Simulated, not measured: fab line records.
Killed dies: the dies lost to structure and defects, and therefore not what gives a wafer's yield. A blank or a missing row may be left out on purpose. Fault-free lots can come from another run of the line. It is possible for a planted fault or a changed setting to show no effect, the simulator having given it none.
Which of the tools did it? :: flow n5 finfet :: 24 lots with 72 wafers sampled at 6 steps, on a route of 1938 steps

== WHAT THE GAUGES SHOWED, per wafer ==
N5_BEOL_M3_THK_MEAS_01.
lot: L074
measured: day 7 11:14
on: film metro-02
M3_ILD_THK (nm): 78.8 78.4 79.1

lot: L075
measured: day 7 13:04
on: film metro-02
M3_ILD_THK (nm): 78.2 79.1 79.6

lot: L076
measured: day 7 15:22
on: film metro-02
M3_ILD_THK (nm): 79.0 80.1 81.0

lot: L077
measured: day 7 16:01
on: film metro-02
M3_ILD_THK (nm): 78.3 80.4 79.4

lot: L078
measured: day 7 20:25
on: film metro-01
M3_ILD_THK (nm): 79.3 80.2 80.0

lot: L079
measured: day 8 04:35
on: film metro-01
M3_ILD_THK (nm): 77.3 78.3 79.5

lot: L080
measured: day 8 16:31
on: film metro-02
M3_ILD_THK (nm): 79.5 79.5 79.3

lot: L081
measured: day 9 06:16
on: film metro-02
M3_ILD_THK (nm): 77.8 79.2 78.8

lot: L083
measured: day 9 08:06
on: film metro-01
M3_ILD_THK (nm): 78.2 79.4 79.6

lot: L082
measured: day 9 09:33
on: film metro-01
M3_ILD_THK (nm): 78.3 77.8 79.4

lot: L084
measured: day 9 15:26
on: film metro-01
M3_ILD_THK (nm): 81.1 80.3 79.4

lot: L086
measured: day 9 23:45
on: film metro-01
M3_ILD_THK (nm): 78.6 79.6 79.8

lot: L087
measured: day 10 09:59
on: film metro-01
M3_ILD_THK (nm): 78.8 78.7 80.2

lot: L085
measured: day 10 11:44
on: film metro-02
M3_ILD_THK (nm): 80.3 80.3 80.9

lot: L088
measured: day 11 00:54
on: film metro-02
M3_ILD_THK (nm): 78.1 80.0 79.9

lot: L089
measured: day 11 02:52
on: film metro-01
M3_ILD_THK (nm): 78.5 79.3 79.2

lot: L090
measured: day 11 05:15
on: film metro-02
M3_ILD_THK (nm): 77.4 79.6 79.7

lot: L091
measured: day 11 05:34
on: film metro-01
M3_ILD_THK (nm): 78.1 79.0 80.0

lot: L093
measured: day 12 02:05
on: film metro-02
M3_ILD_THK (nm): 78.0 78.2 79.6

lot: L092
measured: day 12 02:23
on: film metro-01
M3_ILD_THK (nm): 77.4 78.3 79.0

lot: L094
measured: day 12 04:09
on: film metro-01
M3_ILD_THK (nm): 76.8 78.2 79.5

lot: L095
measured: day 12 10:47
on: film metro-02
M3_ILD_THK (nm): 77.0 78.7 79.0

lot: L097
measured: day 12 14:03
on: film metro-02
M3_ILD_THK (nm): 78.0 78.5 78.4

lot: L096
measured: day 13 03:36
on: film metro-02
M3_ILD_THK (nm): 79.3 79.3 80.7

N5_BEOL_M3_CD_MEAS_18: pitch 36 nm, target cd 18 nm.
lot: L074
measured: day 7 12:41
on: cd sem-03
cd nm (nm): 17.3 17.5 17.9

lot: L075
measured: day 7 15:28
on: cd sem-02
cd nm (nm): 18.1 18.3 17.4

lot: L076
measured: day 7 16:41
on: cd sem-01
cd nm (nm): 17.7 18.1 18.0

lot: L077
measured: day 7 23:20
on: cd sem-03
cd nm (nm): 18.0 18.2 18.5

lot: L078
measured: day 7 23:54
on: cd sem-01
cd nm (nm): 18.2 18.1 18.3

lot: L079
measured: day 8 07:31
on: cd sem-01
cd nm (nm): 18.8 18.2 18.8

lot: L080
measured: day 8 18:10
on: cd sem-02
cd nm (nm): 18.0 18.1 18.4

lot: L081
measured: day 9 09:51
on: cd sem-01
cd nm (nm): 17.7 17.5 18.1

lot: L083
measured: day 9 10:15
on: cd sem-03
cd nm (nm): 18.0 17.4 18.0

lot: L082
measured: day 9 11:38
on: cd sem-02
cd nm (nm): 18.6 17.7 18.4

lot: L084
measured: day 9 17:35
on: cd sem-01
cd nm (nm): 18.1 17.6 17.7

lot: L086
measured: day 10 01:43
on: cd sem-02
cd nm (nm): 17.5 18.1 17.7

lot: L087
measured: day 10 11:53
on: cd sem-01
cd nm (nm): 18.6 18.4 17.9

lot: L085
measured: day 10 14:05
on: cd sem-01
cd nm (nm): 17.8 17.9 18.4

lot: L088
measured: day 11 02:22
on: cd sem-01
cd nm (nm): 17.8 17.8 18.0

lot: L089
measured: day 11 05:42
on: cd sem-01
cd nm (nm): 18.2 18.1 17.5

lot: L090
measured: day 11 08:37
on: cd sem-01
cd nm (nm): 18.0 18.3 18.7

lot: L091
measured: day 11 08:50
on: cd sem-01
cd nm (nm): 18.1 17.2 17.6

lot: L093
measured: day 12 05:25
on: cd sem-02
cd nm (nm): 17.8 18.2 17.6

lot: L092
measured: day 12 05:29
on: cd sem-01
cd nm (nm): 18.3 18.4 17.6

lot: L094
measured: day 12 06:07
on: cd sem-03
cd nm (nm): 18.4 18.4 18.1

lot: L095
measured: day 12 12:28
on: cd sem-02
cd nm (nm): 17.8 17.9 17.6

lot: L097
measured: day 12 19:14
on: cd sem-01
cd nm (nm): 17.7 18.0 17.9

lot: L096
measured: day 13 05:31
on: cd sem-02
cd nm (nm): 18.0 18.2 18.3

N5_BEOL_M3_OCD_MEAS_38.
lot: L074
measured: day 8 00:01
on: ocd-02
trench depth nm (nm): 55.6 54.3 55.8

lot: L075
measured: day 8 06:19
on: ocd-01
trench depth nm (nm): 54.1 54.8 54.5

lot: L076
measured: day 8 06:17
on: ocd-02
trench depth nm (nm): 56.3 56.6 56.9

lot: L077
measured: day 8 06:43
on: ocd-01
trench depth nm (nm): 53.8 55.4 55.5

lot: L078
measured: day 8 12:01
on: ocd-01
trench depth nm (nm): 55.4 54.7 55.2

lot: L079
measured: day 8 16:34
on: ocd-02
trench depth nm (nm): 55.8 54.9 55.1

lot: L080
measured: day 8 19:56
on: ocd-02
trench depth nm (nm): 55.4 55.3 56.3

lot: L081
measured: day 9 14:51
on: ocd-02
trench depth nm (nm): 56.1 54.8 56.2

lot: L083
measured: day 9 19:28
on: ocd-01
trench depth nm (nm): 54.7 55.1 55.2

lot: L082
measured: day 9 22:30
on: ocd-01
trench depth nm (nm): 55.3 54.9 55.3

lot: L084
measured: day 9 22:28
on: ocd-01
trench depth nm (nm): 56.1 55.5 55.9

lot: L086
measured: day 10 10:32
on: ocd-02
trench depth nm (nm): 56.9 55.6 55.6

lot: L087
measured: day 11 01:15
on: ocd-01
trench depth nm (nm): 55.7 54.7 55.6

lot: L085
measured: day 11 04:25
on: ocd-01
trench depth nm (nm): 54.3 54.9 54.4

lot: L088
measured: day 11 10:10
on: ocd-01
trench depth nm (nm): 55.2 55.4 56.9

lot: L089
measured: day 11 13:42
on: ocd-01
trench depth nm (nm): 57.5 56.0 57.3

lot: L090
measured: day 11 14:54
on: ocd-02
trench depth nm (nm): 55.7 54.5 56.3

lot: L091
measured: day 11 15:21
on: ocd-01
trench depth nm (nm): 54.3 54.9 53.4

lot: L093
measured: day 12 23:40
on: ocd-01
trench depth nm (nm): 55.8 56.9 55.6

lot: L092
measured: day 12 12:59
on: ocd-01
trench depth nm (nm): 56.5 56.6 54.8

lot: L094
measured: day 12 18:54
on: ocd-01
trench depth nm (nm): 55.1 56.9 54.0

lot: L095
measured: day 13 05:06
on: ocd-01
trench depth nm (nm): 55.3 54.3 54.1

lot: L097
measured: day 13 02:40
on: ocd-01
trench depth nm (nm): 56.7 54.2 56.0

lot: L096
measured: day 13 10:17
on: ocd-01
trench depth nm (nm): 55.2 56.7 56.3

== TOOL THAT RAN EACH LOT (tool first, then ch and the chambers of the sampled wafers, then the start) ==
lot: L074
N5_BEOL_M3_ILD_DEP_00: pecvd-03 ch 0,1, day 7 11:11
N5_BEOL_M3_VIA_ETCH_34: rie diel-06 ch 1,2,3, day 7 23:45
N5_BEOL_M3_STRIP_36: rie diel-06 ch 1,2,3, day 7 23:49

lot: L075
N5_BEOL_M3_ILD_DEP_00: pecvd-01 ch 0,1,2, day 7 13:00
N5_BEOL_M3_VIA_ETCH_34: rie diel-06 ch 0,2, day 8 06:04
N5_BEOL_M3_STRIP_36: rie diel-06 ch 0,2, day 8 06:08

lot: L076
N5_BEOL_M3_ILD_DEP_00: pecvd-03 ch 1,2, day 7 15:17
N5_BEOL_M3_VIA_ETCH_34: rie diel-04 ch 0,3, day 8 06:02
N5_BEOL_M3_STRIP_36: rie diel-04 ch 0,3, day 8 06:05

lot: L077
N5_BEOL_M3_ILD_DEP_00: pecvd-04 ch 0,2, day 7 15:56
N5_BEOL_M3_VIA_ETCH_34: rie diel-06 ch 0,2,3, day 8 06:28
N5_BEOL_M3_STRIP_36: rie diel-06 ch 0,2,3, day 8 06:32

lot: L078
N5_BEOL_M3_ILD_DEP_00: pecvd-04 ch 0,1, day 7 20:22
N5_BEOL_M3_VIA_ETCH_34: rie diel-03 ch 1,3, day 8 11:46
N5_BEOL_M3_STRIP_36: rie diel-03 ch 1,3, day 8 11:49

lot: L079
N5_BEOL_M3_ILD_DEP_00: pecvd-01 ch 0,1,2, day 8 04:32
N5_BEOL_M3_VIA_ETCH_34: rie diel-03 ch 0,2, day 8 16:19
N5_BEOL_M3_STRIP_36: rie diel-03 ch 0,2, day 8 16:22

lot: L080
N5_BEOL_M3_ILD_DEP_00: pecvd-03 ch 0, day 8 16:25
N5_BEOL_M3_VIA_ETCH_34: rie diel-06 ch 0,1,3, day 8 19:41
N5_BEOL_M3_STRIP_36: rie diel-06 ch 0,1,3, day 8 19:44

lot: L081
N5_BEOL_M3_ILD_DEP_00: pecvd-03 ch 0,2, day 9 06:11
N5_BEOL_M3_VIA_ETCH_34: rie diel-06 ch 1,2,3, day 9 14:35
N5_BEOL_M3_STRIP_36: rie diel-06 ch 1,2,3, day 9 14:39

lot: L083
N5_BEOL_M3_ILD_DEP_00: pecvd-01 ch 0,1, day 9 08:01
N5_BEOL_M3_VIA_ETCH_34: rie diel-04 ch 0,1, day 9 19:12
N5_BEOL_M3_STRIP_36: rie diel-04 ch 0,1, day 9 19:16

lot: L082
N5_BEOL_M3_ILD_DEP_00: pecvd-04 ch 0,1, day 9 09:29
N5_BEOL_M3_VIA_ETCH_34: rie diel-06 ch 0,1,2, day 9 22:14
N5_BEOL_M3_STRIP_36: rie diel-06 ch 0,1,2, day 9 22:18

lot: L084
N5_BEOL_M3_ILD_DEP_00: pecvd-03 ch 0,1,2, day 9 15:23
N5_BEOL_M3_VIA_ETCH_34: rie diel-04 ch 1,2,3, day 9 22:12
N5_BEOL_M3_STRIP_36: rie diel-04 ch 1,2,3, day 9 22:16

lot: L086
N5_BEOL_M3_ILD_DEP_00: pecvd-01 ch 0,1,2, day 9 23:41
N5_BEOL_M3_VIA_ETCH_34: rie diel-04 ch 1,2, day 10 10:17
N5_BEOL_M3_STRIP_36: rie diel-04 ch 1,2, day 10 10:20

lot: L087
N5_BEOL_M3_ILD_DEP_00: pecvd-03 ch 1,2, day 10 09:55
N5_BEOL_M3_VIA_ETCH_34: rie diel-03 ch 0,1, day 11 00:59
N5_BEOL_M3_STRIP_36: rie diel-03 ch 0,1, day 11 01:03

lot: L085
N5_BEOL_M3_ILD_DEP_00: pecvd-04 ch 0,1, day 10 11:40
N5_BEOL_M3_VIA_ETCH_34: rie diel-06 ch 0,2,3, day 11 04:10
N5_BEOL_M3_STRIP_36: rie diel-06 ch 0,2,3, day 11 04:14

lot: L088
N5_BEOL_M3_ILD_DEP_00: pecvd-01 ch 0,2, day 11 00:49
N5_BEOL_M3_VIA_ETCH_34: rie diel-03 ch 0,1,3, day 11 09:55
N5_BEOL_M3_STRIP_36: rie diel-03 ch 0,1,3, day 11 09:58

lot: L089
N5_BEOL_M3_ILD_DEP_00: pecvd-03 ch 1,2, day 11 02:47
N5_BEOL_M3_VIA_ETCH_34: rie diel-03 ch 0,3, day 11 13:26
N5_BEOL_M3_STRIP_36: rie diel-03 ch 0,3, day 11 13:30

lot: L090
N5_BEOL_M3_ILD_DEP_00: pecvd-03 ch 1,2, day 11 05:11
N5_BEOL_M3_VIA_ETCH_34: rie diel-03 ch 0,1,2, day 11 14:38
N5_BEOL_M3_STRIP_36: rie diel-03 ch 0,1,2, day 11 14:42

lot: L091
N5_BEOL_M3_ILD_DEP_00: pecvd-03 ch 0,2, day 11 05:29
N5_BEOL_M3_VIA_ETCH_34: rie diel-03 ch 1,2,3, day 11 15:05
N5_BEOL_M3_STRIP_36: rie diel-03 ch 1,2,3, day 11 15:09

lot: L093
N5_BEOL_M3_ILD_DEP_00: pecvd-01 ch 0,2, day 12 02:01
N5_BEOL_M3_VIA_ETCH_34: rie diel-04 ch 2,3, day 12 23:24
N5_BEOL_M3_STRIP_36: rie diel-04 ch 2,3, day 12 23:28

lot: L092
N5_BEOL_M3_ILD_DEP_00: pecvd-03 ch 0,1, day 12 02:19
N5_BEOL_M3_VIA_ETCH_34: rie diel-03 ch 0,1,2, day 12 12:44
N5_BEOL_M3_STRIP_36: rie diel-03 ch 0,1,2, day 12 12:48

lot: L094
N5_BEOL_M3_ILD_DEP_00: pecvd-01 ch 1,2, day 12 04:05
N5_BEOL_M3_VIA_ETCH_34: rie diel-03 ch 0,1,2, day 12 18:39
N5_BEOL_M3_STRIP_36: rie diel-03 ch 0,1,2, day 12 18:43

lot: L095
N5_BEOL_M3_ILD_DEP_00: pecvd-01 ch 1, day 12 10:43
N5_BEOL_M3_VIA_ETCH_34: rie diel-06 ch 0,2,3, day 13 04:50
N5_BEOL_M3_STRIP_36: rie diel-06 ch 0,2,3, day 13 04:55

lot: L097
N5_BEOL_M3_ILD_DEP_00: pecvd-01 ch 1,2, day 12 13:59
N5_BEOL_M3_VIA_ETCH_34: rie diel-03 ch 0,2,3, day 13 02:24
N5_BEOL_M3_STRIP_36: rie diel-03 ch 0,2,3, day 13 02:28

lot: L096
N5_BEOL_M3_ILD_DEP_00: pecvd-03 ch 1,2, day 13 03:32
N5_BEOL_M3_VIA_ETCH_34: rie diel-03 ch 1,2, day 13 10:01
N5_BEOL_M3_STRIP_36: rie diel-03 ch 1,2, day 13 10:05
- N5_BEOL_M3_ILD_DEP_00: deposits SiOC from DEMS/O2, target thk 79 nm, time 15.3 s.
- N5_BEOL_M3_VIA_ETCH_34: etches the open film in C4F6/O2, target depth 69.4 nm, time 65.9 s.
- N5_BEOL_M3_STRIP_36: strips in N2/H2.

== WHAT THE TOOLS THEMSELVES READ (means of the sampled wafers that have a number; where no wafer has one, the mark that the record gives instead) ==
N5_BEOL_M3_ILD_DEP_00.
lot: L074
tool: pecvd-03
heater power outer w (W): 244
heater power w (W): 434
showerhead plenum p Torr (Torr): 5.690
throttle valve pct (%): 12.5

lot: L075
tool: pecvd-01
heater power outer w (W): 271
heater power w (W): 479
showerhead plenum p Torr (Torr): 5.683
throttle valve pct (%): 12.3

lot: L076
tool: pecvd-03
heater power outer w (W): 212
heater power w (W): 434
showerhead plenum p Torr (Torr): 5.702
throttle valve pct (%): 12.1

lot: L077
tool: pecvd-04
heater power outer w (W): 254
heater power w (W): 495
showerhead plenum p Torr (Torr): 5.670
throttle valve pct (%): 11.7

lot: L078
tool: pecvd-04
heater power outer w (W): 262
heater power w (W): 508
showerhead plenum p Torr (Torr): 5.695
throttle valve pct (%): 11.5

lot: L079
tool: pecvd-01
heater power outer w (W): 263
heater power w (W): 472
showerhead plenum p Torr (Torr): 5.680
throttle valve pct (%): 12.3

lot: L080
tool: pecvd-03
heater power outer w (W): 276
heater power w (W): 447
showerhead plenum p Torr (Torr): 5.696
throttle valve pct (%): 12.2

lot: L081
tool: pecvd-03
heater power outer w (W): 256
heater power w (W): 460
showerhead plenum p Torr (Torr): 5.700
throttle valve pct (%): 11.0

lot: L083
tool: pecvd-01
heater power outer w (W): 252
heater power w (W): 430
showerhead plenum p Torr (Torr): 5.672
throttle valve pct (%): 12.7

lot: L082
tool: pecvd-04
heater power outer w (W): 229
heater power w (W): 465
showerhead plenum p Torr (Torr): 5.692
throttle valve pct (%): 11.4

lot: L084
tool: pecvd-03
heater power outer w (W): 221
heater power w (W): 418
showerhead plenum p Torr (Torr): 5.693
throttle valve pct (%): 12.0

lot: L086
tool: pecvd-01
heater power outer w (W): 280
heater power w (W): 500
showerhead plenum p Torr (Torr): 5.683
throttle valve pct (%): 12.3

lot: L087
tool: pecvd-03
heater power outer w (W): 283
heater power w (W): 514
showerhead plenum p Torr (Torr): 5.704
throttle valve pct (%): 11.4

lot: L085
tool: pecvd-04
heater power outer w (W): 221
heater power w (W): 423
showerhead plenum p Torr (Torr): 5.691
throttle valve pct (%): 11.6

lot: L088
tool: pecvd-01
heater power outer w (W): 244
heater power w (W): 423
showerhead plenum p Torr (Torr): 5.675
throttle valve pct (%): 13.0

lot: L089
tool: pecvd-03
heater power outer w (W): 268
heater power w (W): 505
showerhead plenum p Torr (Torr): 5.704
throttle valve pct (%): 11.4

lot: L090
tool: pecvd-03
heater power outer w (W): 265
heater power w (W): 510
showerhead plenum p Torr (Torr): 5.696
throttle valve pct (%): 12.1

lot: L091
tool: pecvd-03
heater power outer w (W): 280
heater power w (W): 493
showerhead plenum p Torr (Torr): 5.699
throttle valve pct (%): 11.1

lot: L093
tool: pecvd-01
heater power outer w (W): 266
heater power w (W): 456
showerhead plenum p Torr (Torr): 5.680
throttle valve pct (%): 12.9

lot: L092
tool: pecvd-03
heater power outer w (W): 264
heater power w (W): 462
showerhead plenum p Torr (Torr): 5.699
throttle valve pct (%): 12.4

lot: L094
tool: pecvd-01
heater power outer w (W): 269
heater power w (W): 497
showerhead plenum p Torr (Torr): 5.677
throttle valve pct (%): 11.6

lot: L095
tool: pecvd-01
heater power outer w (W): 260
heater power w (W): 495
showerhead plenum p Torr (Torr): 5.682
throttle valve pct (%): 11.3

lot: L097
tool: pecvd-01
heater power outer w (W): 286
heater power w (W): 526
showerhead plenum p Torr (Torr): 5.681
throttle valve pct (%): 11.4

lot: L096
tool: pecvd-03
heater power outer w (W): 229
heater power w (W): 448
showerhead plenum p Torr (Torr): 5.706
throttle valve pct (%): 11.5

N5_BEOL_M3_VIA_ETCH_34.
lot: L074
tool: rie diel-06
drypump motor current A (A): 5.9
oes_ar_750_au (a.u.): 0.74
oes product au (a.u.): 0.74
rf vpp V (V): 670
showerhead plenum p Torr (Torr): 2.73
throttle valve pct (%): 30.8

lot: L075
tool: rie diel-06
drypump motor current A (A): 5.5
oes_ar_750_au (a.u.): 0.73
oes product au (a.u.): 0.73
rf vpp V (V): 669
showerhead plenum p Torr (Torr): 2.81
throttle valve pct (%): 31.2

lot: L076
tool: rie diel-04
drypump motor current A (A): 5.7
oes_ar_750_au (a.u.): 0.86
oes product au (a.u.): 0.87
rf vpp V (V): 661
showerhead plenum p Torr (Torr): 2.93
throttle valve pct (%): 30.5

lot: L077
tool: rie diel-06
drypump motor current A (A): 5.8
oes_ar_750_au (a.u.): 0.72
oes product au (a.u.): 0.72
rf vpp V (V): 671
showerhead plenum p Torr (Torr): 2.80
throttle valve pct (%): 31.0

lot: L078
tool: rie diel-03
drypump motor current A (A): 6.4
oes_ar_750_au (a.u.): 0.78
oes product au (a.u.): 0.78
rf vpp V (V): 670
showerhead plenum p Torr (Torr): 2.78
throttle valve pct (%): 30.7

lot: L079
tool: rie diel-03
drypump motor current A (A): 5.5
oes_ar_750_au (a.u.): 0.78
oes product au (a.u.): 0.79
rf vpp V (V): 674
showerhead plenum p Torr (Torr): 2.91
throttle valve pct (%): 30.5

lot: L080
tool: rie diel-06
drypump motor current A (A): 5.9
oes_ar_750_au (a.u.): 0.72
oes product au (a.u.): 0.72
rf vpp V (V): 673
showerhead plenum p Torr (Torr): 2.79
throttle valve pct (%): 30.9

lot: L081
tool: rie diel-06
drypump motor current A (A): 5.9
oes_ar_750_au (a.u.): 0.73
oes product au (a.u.): 0.73
rf vpp V (V): 669
showerhead plenum p Torr (Torr): 2.73
throttle valve pct (%): 30.8

lot: L083
tool: rie diel-04
drypump motor current A (A): 5.7
oes_ar_750_au (a.u.): 0.83
oes product au (a.u.): 0.82
rf vpp V (V): 659
showerhead plenum p Torr (Torr): 2.84
throttle valve pct (%): 30.6

lot: L082
tool: rie diel-06
drypump motor current A (A): 5.6
oes_ar_750_au (a.u.): 0.73
oes product au (a.u.): 0.73
rf vpp V (V): 670
showerhead plenum p Torr (Torr): 2.80
throttle valve pct (%): 31.1

lot: L084
tool: rie diel-04
drypump motor current A (A): 5.8
oes_ar_750_au (a.u.): 0.83
oes product au (a.u.): 0.84
rf vpp V (V): 664
showerhead plenum p Torr (Torr): 2.94
throttle valve pct (%): 30.7

lot: L086
tool: rie diel-04
drypump motor current A (A): 5.7
oes_ar_750_au (a.u.): 0.80
oes product au (a.u.): 0.79
rf vpp V (V): 665
showerhead plenum p Torr (Torr): 2.93
throttle valve pct (%): 30.8

lot: L087
tool: rie diel-03
drypump motor current A (A): 5.6
oes_ar_750_au (a.u.): 0.89
oes product au (a.u.): 0.89
rf vpp V (V): 670
showerhead plenum p Torr (Torr): 2.88
throttle valve pct (%): 30.5

lot: L085
tool: rie diel-06
drypump motor current A (A): 5.8
oes_ar_750_au (a.u.): 0.70
oes product au (a.u.): 0.70
rf vpp V (V): 671
showerhead plenum p Torr (Torr): 2.79
throttle valve pct (%): 31.0

lot: L088
tool: rie diel-03
drypump motor current A (A): 6.0
oes_ar_750_au (a.u.): 0.82
oes product au (a.u.): 0.81
rf vpp V (V): 670
showerhead plenum p Torr (Torr): 2.82
throttle valve pct (%): 30.6

lot: L089
tool: rie diel-03
drypump motor current A (A): 5.9
oes_ar_750_au (a.u.): 0.89
oes product au (a.u.): 0.91
rf vpp V (V): 670
showerhead plenum p Torr (Torr): 2.85
throttle valve pct (%): 30.4

lot: L090
tool: rie diel-03
drypump motor current A (A): 5.6
oes_ar_750_au (a.u.): 0.84
oes product au (a.u.): 0.85
rf vpp V (V): 673
showerhead plenum p Torr (Torr): 2.87
throttle valve pct (%): 30.6

lot: L091
tool: rie diel-03
drypump motor current A (A): 5.9
oes_ar_750_au (a.u.): 0.78
oes product au (a.u.): 0.79
rf vpp V (V): 673
showerhead plenum p Torr (Torr): 2.82
throttle valve pct (%): 30.8

lot: L093
tool: rie diel-04
drypump motor current A (A): 5.8
oes_ar_750_au (a.u.): 0.84
oes product au (a.u.): 0.85
rf vpp V (V): 664
showerhead plenum p Torr (Torr): 2.95
throttle valve pct (%): 30.6

lot: L092
tool: rie diel-03
drypump motor current A (A): 5.6
oes_ar_750_au (a.u.): 0.83
oes product au (a.u.): 0.84
rf vpp V (V): 674
showerhead plenum p Torr (Torr): 2.87
throttle valve pct (%): 30.6

lot: L094
tool: rie diel-03
drypump motor current A (A): 5.6
oes_ar_750_au (a.u.): 0.83
oes product au (a.u.): 0.84
rf vpp V (V): 673
showerhead plenum p Torr (Torr): 2.87
throttle valve pct (%): 30.6

lot: L095
tool: rie diel-06
drypump motor current A (A): 5.8
oes_ar_750_au (a.u.): 0.70
oes product au (a.u.): 0.69
rf vpp V (V): 670
showerhead plenum p Torr (Torr): 2.79
throttle valve pct (%): 31.0

lot: L097
tool: rie diel-03
drypump motor current A (A): 5.8
oes_ar_750_au (a.u.): 0.84
oes product au (a.u.): 0.86
rf vpp V (V): 671
showerhead plenum p Torr (Torr): 2.84
throttle valve pct (%): 30.6

lot: L096
tool: rie diel-03
drypump motor current A (A): 5.5
oes_ar_750_au (a.u.): 0.81
oes product au (a.u.): 0.81
rf vpp V (V): 674
showerhead plenum p Torr (Torr): 2.86
throttle valve pct (%): 30.8

N5_BEOL_M3_STRIP_36.
lot: L074
tool: rie diel-06
drypump motor current A (A): 5.9
oes product au (a.u.): 0.74
rf vpp V (V): 58.6
showerhead plenum p Torr (Torr): 2.43
throttle valve pct (%): 23.8

lot: L075
tool: rie diel-06
drypump motor current A (A): 5.5
oes product au (a.u.): 0.74
rf vpp V (V): 58.9
showerhead plenum p Torr (Torr): 2.50
throttle valve pct (%): 24.2

lot: L076
tool: rie diel-04
drypump motor current A (A): 5.7
oes product au (a.u.): 0.87
rf vpp V (V): 58.8
showerhead plenum p Torr (Torr): 2.62
throttle valve pct (%): 23.4

lot: L077
tool: rie diel-06
drypump motor current A (A): 5.8
oes product au (a.u.): 0.72
rf vpp V (V): 58.3
showerhead plenum p Torr (Torr): 2.49
throttle valve pct (%): 23.9

lot: L078
tool: rie diel-03
drypump motor current A (A): 6.4
oes product au (a.u.): 0.78
rf vpp V (V): 58.9
showerhead plenum p Torr (Torr): 2.47
throttle valve pct (%): 23.5

lot: L079
tool: rie diel-03
drypump motor current A (A): 5.5
oes product au (a.u.): 0.79
rf vpp V (V): 58.7
showerhead plenum p Torr (Torr): 2.61
throttle valve pct (%): 23.5

lot: L080
tool: rie diel-06
drypump motor current A (A): 5.9
oes product au (a.u.): 0.71
rf vpp V (V): 59.5
showerhead plenum p Torr (Torr): 2.49
throttle valve pct (%): 23.9

lot: L081
tool: rie diel-06
drypump motor current A (A): 5.9
oes product au (a.u.): 0.72
rf vpp V (V): 58.2
showerhead plenum p Torr (Torr): 2.43
throttle valve pct (%): 23.8

lot: L083
tool: rie diel-04
drypump motor current A (A): 5.8
oes product au (a.u.): 0.82
rf vpp V (V): 59.5
showerhead plenum p Torr (Torr): 2.53
throttle valve pct (%): 23.3

lot: L082
tool: rie diel-06
drypump motor current A (A): 5.7
oes product au (a.u.): 0.73
rf vpp V (V): 59.7
showerhead plenum p Torr (Torr): 2.50
throttle valve pct (%): 24.2

lot: L084
tool: rie diel-04
drypump motor current A (A): 5.8
oes product au (a.u.): 0.83
rf vpp V (V): 59.8
showerhead plenum p Torr (Torr): 2.64
throttle valve pct (%): 23.7

lot: L086
tool: rie diel-04
drypump motor current A (A): 5.8
oes product au (a.u.): 0.80
rf vpp V (V): 59.3
showerhead plenum p Torr (Torr): 2.63
throttle valve pct (%): 23.7

lot: L087
tool: rie diel-03
drypump motor current A (A): 5.7
oes product au (a.u.): 0.90
rf vpp V (V): 59.8
showerhead plenum p Torr (Torr): 2.57
throttle valve pct (%): 23.3

lot: L085
tool: rie diel-06
drypump motor current A (A): 5.8
oes product au (a.u.): 0.70
rf vpp V (V): 60.6
showerhead plenum p Torr (Torr): 2.48
throttle valve pct (%): 23.9

lot: L088
tool: rie diel-03
drypump motor current A (A): 6.0
oes product au (a.u.): 0.82
rf vpp V (V): 60.1
showerhead plenum p Torr (Torr): 2.52
throttle valve pct (%): 23.4

lot: L089
tool: rie diel-03
drypump motor current A (A): 5.9
oes product au (a.u.): 0.91
rf vpp V (V): 59.6
showerhead plenum p Torr (Torr): 2.55
throttle valve pct (%): 23.3

lot: L090
tool: rie diel-03
drypump motor current A (A): 5.6
oes product au (a.u.): 0.85
rf vpp V (V): 59.9
showerhead plenum p Torr (Torr): 2.56
throttle valve pct (%): 23.5

lot: L091
tool: rie diel-03
drypump motor current A (A): 5.9
oes product au (a.u.): 0.80
rf vpp V (V): 59.3
showerhead plenum p Torr (Torr): 2.51
throttle valve pct (%): 23.6

lot: L093
tool: rie diel-04
drypump motor current A (A): 5.8
oes product au (a.u.): 0.84
rf vpp V (V): 60.8
showerhead plenum p Torr (Torr): 2.64
throttle valve pct (%): 23.7

lot: L092
tool: rie diel-03
drypump motor current A (A): 5.5
oes product au (a.u.): 0.83
rf vpp V (V): 58.0
showerhead plenum p Torr (Torr): 2.56
throttle valve pct (%): 23.6

lot: L094
tool: rie diel-03
drypump motor current A (A): 5.6
oes product au (a.u.): 0.83
rf vpp V (V): 59.0
showerhead plenum p Torr (Torr): 2.56
throttle valve pct (%): 23.5

lot: L095
tool: rie diel-06
drypump motor current A (A): 5.8
oes product au (a.u.): 0.70
rf vpp V (V): 59.0
showerhead plenum p Torr (Torr): 2.48
throttle valve pct (%): 23.9

lot: L097
tool: rie diel-03
drypump motor current A (A): 5.8
oes product au (a.u.): 0.86
rf vpp V (V): 58.5
showerhead plenum p Torr (Torr): 2.54
throttle valve pct (%): 23.5

lot: L096
tool: rie diel-03
drypump motor current A (A): 5.5
oes product au (a.u.): 0.81
rf vpp V (V): 60.4
showerhead plenum p Torr (Torr): 2.56
throttle valve pct (%): 23.7

== THE ANSWER, worked out from the rows above alone ==
Rule: the usual values come from the lots themselves. The widest of any qualifying gaps counts: lots, ordered by their means at a reading, are off when they make up no more than a third of the lots, leave a main group of 4 or more, and stand apart from it by 3 or more times the standard deviation of that group's means. A main group whose means are all the same, to the digits that the tables above print for the reading, isn't used. Also off: a lot with no number at a reading for which 4 or more lots have one. The other lots that the step has rows for count as sound. First the gauges in route order, then the tools' own readings, where a lot's mean is used as printed above. The first step at which some lot is off is used, and at that step the reading that is off furthest; a lot without a number counts as furthest.
None of the lots is off at any reading shown; this tells nothing.

== WHAT HAD BEEN PUT IN BY THE SIMULATOR ==
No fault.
